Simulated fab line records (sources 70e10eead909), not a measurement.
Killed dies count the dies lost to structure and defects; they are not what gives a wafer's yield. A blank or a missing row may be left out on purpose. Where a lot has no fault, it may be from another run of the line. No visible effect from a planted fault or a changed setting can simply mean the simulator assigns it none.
Comparing a struck lot with a sound one / flow nand_harc / 15 steps out of a route of 1302
Sound: wafers L665.2, L665.3, L665.5. Wafers L653.1, L653.2, L653.4 were the ones struck. The cause comes at the end.
Order at every step that has rows: each side's tool, ch and its chambers, its first start. Under that, the readings that differ: sound wafers / struck wafers / difference of the means / sigmas: that difference in standard deviations of wafers without a fault.
alike: same words and numbers on both sides, and readings whose means sit less than 2 such deviations apart. not compared: any withheld reading, any reading some wafer has no value for, any bound like >300 that may hide the same value, and any number with overlapping values for which the record gives no deviation.
A row with sigmas, a row that says differs or no value, or rows on one side alone: a step with any of these is where the two part. Numbers that have no deviation but don't overlap get no sigmas and don't part them. Lack of a reading on every wafer of one side parts them only where that side has two or more wafers.

first, 1 step without rows for these wafers: NHARC_A_CONTACT_ETCH_130 (etches the open film in C4F8/O2/Ar, time 197 s, target depth 1918 nm).
NHARC_A_CONTACT_ETCH_131: etches the open film in C4F8/O2/Ar, time 197 s, target depth 1918 nm.
  sound on har_cap_etch-03 ch 0,1, day 31 19:34; struck on har_cap_etch-02 ch 0,1, day 27 01:07
  not compared: rf_hours_counter_h
then, 1 step without rows for these wafers: NHARC_A_CONTACT_ETCH_132 (etches the open film in C4F8/O2/Ar, time 197 s, target depth 1924 nm).
NHARC_A_CONTACT_ETCH_133: etches the open film in C4F8/O2/Ar, time 374 s, target depth 1610 nm.
  sound on har_cap_etch-03 ch 0,1, day 31 19:56; struck on har_cap_etch-02 ch 0,1, day 27 01:28
  not compared: rf_hours_counter_h
NHARC_A_CONTACT_ETCH_91: etches the open film in CH3F/O2, target depth 40 nm, time 85.7 s.
  sound on rie_diel-11 ch 1,2,3, day 31 20:45; struck on rie_diel-11 ch 0,1,3, day 27 02:14
  alike: drypump_motor_current_A, oes_product_au, rf_vpp_V, showerhead_plenum_p_Torr, throttle_valve_pct
  not compared: rf_hours_counter_h
NHARC_A_CONTACT_ETCH_97: etches the open film in C4F6/O2, target depth 20 nm, time 10 s.
  sound on rie_diel-11 ch 0,3; struck on rie_diel-11 ch 1,2,3
  alike: drypump_motor_current_A, oes_product_au, rf_vpp_V, showerhead_plenum_p_Torr, throttle_valve_pct
  not compared: rf_hours_counter_h
NHARC_A_CONTACT_CD_MEAS_80:
  sound on cd_sem-03, day 31 20:56; struck on cd_sem-03, day 27 02:28
  alike: cd_nm
then, 5 steps without rows for these wafers: NHARC_A_CONTACT_STRIP_103 (strips in N2/H2); NHARC_A_CONTACT_STRIP_104 (strips in CF4/CHF3); NHARC_A_CONTACT_STRIP_105 (strips in O2/COS); NHARC_A_CONTACT_ETCH_106 (etches the open film in CF4/O2, target depth 90 nm, overetch 9 nm, time 49.5 s); NHARC_A_CONTACT_STRIP_82 (strips in O2).
NHARC_A_CONTACT_STRIP_83: strips in post etch residue remover, time 600 s.
  sound on wet_bench-06 ch 0,1,7, day 31 21:37; struck on wet_bench-06 ch 1,5,7, day 27 03:09
  no value came back on the struck wafers for bath_heat_duty_pct (%), run_length_s (s); on the sound wafers bath_heat_duty_pct (%) reads 13.3 13.2 16.5
NHARC_A_CONTACT_DEP_84: deposits aC, target thk 2800 nm.
  sound on acl_dep-01 ch 0, day 32 00:45; struck on acl_dep-02 ch 0, day 27 05:18
  alike: throttle_valve_pct
after that, 1 step had no rows for these wafers: NHARC_END_SORT_01.

WHERE THEY PART
Only at NHARC_A_CONTACT_STRIP_83, as far as this record shows. Later steps at which nothing parts them and some readings are alike: NHARC_A_CONTACT_DEP_84.

WHY: what had been put in by the simulator
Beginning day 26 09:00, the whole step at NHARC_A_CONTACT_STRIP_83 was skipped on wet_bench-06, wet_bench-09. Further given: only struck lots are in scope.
